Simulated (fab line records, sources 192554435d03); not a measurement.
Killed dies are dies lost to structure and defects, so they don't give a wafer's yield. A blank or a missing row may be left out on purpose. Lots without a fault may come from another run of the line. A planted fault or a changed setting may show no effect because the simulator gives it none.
Split-lot experiment | flow n5_finfet | 7 lots, 21 wafers read, on a route of 1938 steps

THE SPLIT
At N5_MOL_CONTACT_COAG_ALD_20 (deposits TiN, target thk 1.5 nm, pulse time 1 s, purge time 3 s), the setting ald_cycles was moved away from the recipe's 68 on 10 of the 21 wafers read, by -13.2% to +16.2%. The other wafers ran this setting at the recipe's value.

The reading is taken at the split's own step.

THE READING
TiN_of_MOL_CONTACT_COAG_ALD_20.thk_nm (the simulator's own value, which no gauge read), in nm, at N5_MOL_CONTACT_COAG_ALD_20 (deposits TiN, target thk 1.5 nm, pulse time 1 s, purge time 3 s). The file gives no usual value for it. The 11 wafers here that ran the recipe average 1.6 nm, standard deviation 0.057 nm.

wafer  | tool, chamber at the split | ald_cycles as run | against the recipe | TiN_of_MOL_CONTACT_COAG_ALD_20.thk_nm, nm | against lot-mates on the recipe
L076.2 | ald_metal-03, 3            | 59                | -13.2%             | 1.2                                       | -0.4
L076.5 | ald_metal-03, 3            | 59                | -13.2%             | 1.2                                       | -0.4
L076.6 | ald_metal-03, 0            | 68                | recipe             | 1.6                                       | -
L077.1 | ald_metal-01, 1,2          | 68                | recipe             | 1.6                                       | -
L077.5 | ald_metal-01, 1,2          | 68                | recipe             | 1.6                                       | -
L077.3 | ald_metal-01, 0            | 77                | +13.2%             | 1.8                                       | +0.2
L083.3 | ald_metal-02, 1            | 68                | recipe             | 1.6                                       | -
L083.5 | ald_metal-02, 3,0          | 72                | +5.9%              | 1.6                                       | +0.0
L083.6 | ald_metal-02, 3,0          | 72                | +5.9%              | 1.6                                       | +0.0
L084.2 | ald_metal-01, 0            | 68                | recipe             | 1.6                                       | -
L084.5 | ald_metal-01, 2,1          | 79                | +16.2%             | 1.8                                       | +0.2
L084.6 | ald_metal-01, 2,1          | 79                | +16.2%             | 1.8                                       | +0.2
L088.4 | ald_metal-01, 1            | 68                | recipe             | 1.4                                       | -
L088.5 | ald_metal-01, 3            | 68                | recipe             | 1.6                                       | -
L088.6 | ald_metal-01, 0            | 79                | +16.2%             | 1.8                                       | +0.3
L095.2 | ald_metal-03, 1,2          | 60                | -11.8%             | 1.4                                       | -0.2
L095.5 | ald_metal-03, 1,2          | 60                | -11.8%             | 1.4                                       | -0.2
L095.6 | ald_metal-03, 1            | 68                | recipe             | 1.6                                       | -
L097.3 | ald_metal-01, 0,1,0        | 68                | recipe             | 1.6                                       | -
L097.4 | ald_metal-01, 0,1,0        | 68                | recipe             | 1.6                                       | -
L097.5 | ald_metal-01, 0,1,0        | 68                | recipe             | 1.6                                       | -
Where a row lists several chambers, the file gives one row for several wafers and doesn't say which wafer went through which chamber.

THE FIT
A straight line over all 21 wafers: TiN_of_MOL_CONTACT_COAG_ALD_20.thk_nm changes by +0.0174 nm for each +1% of ald_cycles; r = +0.92; the points scatter about the line by 0.069 nm.
The same after taking each lot's own level away (the mean of its wafers on the recipe; 21 wafers): +0.0182 nm for each +1%; r = +0.93; scatter 0.068 nm.
On that fit, the largest move of ald_cycles shifts the reading by 0.29 nm.
The lots' own levels span 1.50 to 1.60 nm, that is 1.7 times the standard deviation above.
So the lot-to-lot level changes the slope little: the two slopes agree.
Check: with one of the wafers moved furthest among these (+16.2%) left out of the fit, the line predicts +0.273 nm for it against its lot-mates. It came out at +0.2 nm against them.

OTHER SPLITS ON THESE WAFERS
These wafers also went through other splits before the reading. Each is held against what the fit with the lots' levels taken away leaves over:
other split on the same wafers            | wafers away from the commonest value | r with TiN_of_MOL_CONTACT_COAG_ALD_20.thk_nm (lot level and that fit taken away)
N5_PMOS_HMC_CHANNEL_EPI_PEB_07 peb_temp_c | 4                                    | -0.32
N5_FIN_SAQP_SPACER2_ALD_28 temp_c         | 5                                    | -0.29
N5_FIN_CUT_CUT_ETCH_15 time_s             | 6                                    | +0.15
N5_DUMMY_GATE_COAT_09 spin_rpm            | 5                                    | -0.02
N5_DUMMY_GATE_ETCH_37 source_w            | 6                                    | -0.42
N5_HKMG_FIN_COAT_06 spin_rpm              | 12                                   | -0.06

THE FILE'S OWN FIT
TiN_of_MOL_CONTACT_COAG_ALD_20.thk_nm changes by +0.0176 nm for each +1% of ald_cycles, r = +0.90.
